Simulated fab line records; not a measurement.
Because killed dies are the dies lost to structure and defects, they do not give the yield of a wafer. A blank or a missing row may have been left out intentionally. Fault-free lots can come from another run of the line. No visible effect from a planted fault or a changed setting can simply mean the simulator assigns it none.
Comparing a struck lot with a sound one | flow n5-finfet | 16 steps out of a route of 1938
Sound: these wafers, L909.1, L909.2, L909.5. Struck: wafer L918.1 (left out: L918.3, L918.5 of the same lot, which were not struck); the cause appears at the end.
At each step with rows: each side's tool, then ch and its chambers, then its first start. Under that, the readings that differ: sound wafers | struck wafers | difference of the means | sigmas: that difference in standard deviations of wafers without a fault.
alike: readings whose means differ by less than 2 such deviations, and words and numbers that are the same on both sides. not compared: withheld readings, readings that some wafer has no value for, bounds like >300 that may hide the same value, and numbers for which the record gives no deviation and whose values overlap.
The two part at a step that has a row with sigmas, a row that says differs or no value, or rows on one side only. Numbers that don't overlap but have no deviation are shown without sigmas and don't part them. Lack of a reading on every wafer of one side parts them only where that side has two or more wafers.

first, 8 steps without rows for these wafers: N5_BEOL_M1_COAT_68 (time 60 s, resist thk 12 nm); N5_BEOL_M1_COAT_76 (time 60 s, resist thk 5 nm); N5_BEOL_M1_COAT_22 (resist thk 30 nm); N5_BEOL_M1_EBR_24; N5_BEOL_M1_SOFTBAKE_23 (time 60 s); N5_BEOL_M1_EXPOSE_25 (exposes mask V0, defocus 5 nm, target cd 24 nm); N5_BEOL_M1_PEB_26 (peb time 60 s); N5_BEOL_M1_DEVELOP_27 (develop time 30 s).
N5_BEOL_M1_CD_MEAS_28: target cd y 23.3 nm.
  sound on cd-sem-01 ch 0, day 7 00:29; struck on cd-sem-01 ch 0, day 9 05:45
  alike: cd-nm
N5_BEOL_M1_OVL_MEAS_29:
  sound on overlay-01 ch 0, day 7 00:31; struck on overlay-01 ch 0, day 9 05:47
  alike: V0_OVL
N5_BEOL_M1_INSPECT_30: inspects for defects (brightfield).
  struck on defect-inspect-02, day 9 05:50; sound on defect-inspect-01, day 7 00:34
  alike: raw-defect-count
N5_BEOL_M1_DESCUM_33: chemistry O2, time 7 s.
  sound on rie-diel-06 ch 0,1,2, day 7 00:37; struck on rie-diel-01 ch 3, day 9 05:52
  alike: drypump-motor-current-A, oes-product-au, rf-vpp-V, showerhead-plenum-p-Torr, throttle-valve-pct
  not compared: rf-hours-counter-h
N5_BEOL_M1_ETCH_77: etches underlayer in N2/H2, target depth 6.5 nm, time 5.2 s.
  sound on rie-diel-06 ch 0,1,2, day 7 00:38; struck on rie-diel-01 ch 3, day 9 05:55
  reading               | sound             | struck | difference | sigmas
  etch-rf-on-time-s (s) | 5.32 5.26 5.13    | 6.42   | +1.18      | +11
  rf-fwd-power-W (W)    | 818.8 819.1 818.9 | 616.1  | -202.8     | -78
  rf-vpp-V (V)          | 523 525 525       | 570    | +46        | +15
  alike: drypump-motor-current-A, oes-product-au, showerhead-plenum-p-Torr, throttle-valve-pct
  not compared: rf-hours-counter-h
N5_BEOL_M1_ETCH_69: etches SiARC in CF4, target depth 15.6 nm, time 26 s.
  sound on rie-diel-06 ch 0,1,2, day 7 00:40; struck on rie-diel-01 ch 3, day 9 05:55
  alike: drypump-motor-current-A, etch-rf-on-time-s, oes-product-au, rf-fwd-power-W, rf-vpp-V, showerhead-plenum-p-Torr, throttle-valve-pct
  not compared: rf-hours-counter-h
N5_BEOL_M4_RC_MEAS_101:
  sound on prober-02 ch 0, day 8 17:44; struck on prober-01 ch 0, day 10 15:46
  reading        | sound          | struck | difference | sigmas
  IOFF_P (nA/um) | 0.17 0.17 0.16 | 0.25   | +0.08      | +2
  SS_N (mV/dec)  | 71.3 71.7 71.6 | 72.9   | +1.4       | +2
  VT_P (mV)      | -253 -257 -258 | -246   | +10        | +3
  alike: DIBL_N, DIBL_P, IOFF_N, ION_N, ION_P, SS_P, VT_N
-- record jumps: 4 days separate the struck wafers' starts on either side; left off in module BEOL_M4, taken up again in module PASSIVATION, whose first shown step is the route's number 1936 --
N5_PASSIVATION_PROBE_49:
  struck on prober-02, day 14 17:51; sound on prober-02, day 12 16:20
  reading             | sound    | struck | difference | sigmas
  killed-at-front-end | 31 42 55 | 23     | -20        | -2
  alike: defect-limited-yield, killed_at_M0_to_M3, killed_at_M4_up, killed-at-contacts, killed-at-other, killed-dies, killed-open, killed-short, sort_bin_4_leakage, sort_bin_5_function, sort_bin_6_memory, sort_bin_8_speed, sort-n-pass, sort-yield-pct

## WHERE THEY PART
At N5_BEOL_M1_ETCH_77 first; at N5_PASSIVATION_PROBE_49 last (within this record only).

WHY: the cause the simulator had injected
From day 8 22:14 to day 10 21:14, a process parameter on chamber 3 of rie-diel-01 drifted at N5_BEOL_M1_ETCH_77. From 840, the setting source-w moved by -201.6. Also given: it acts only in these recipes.
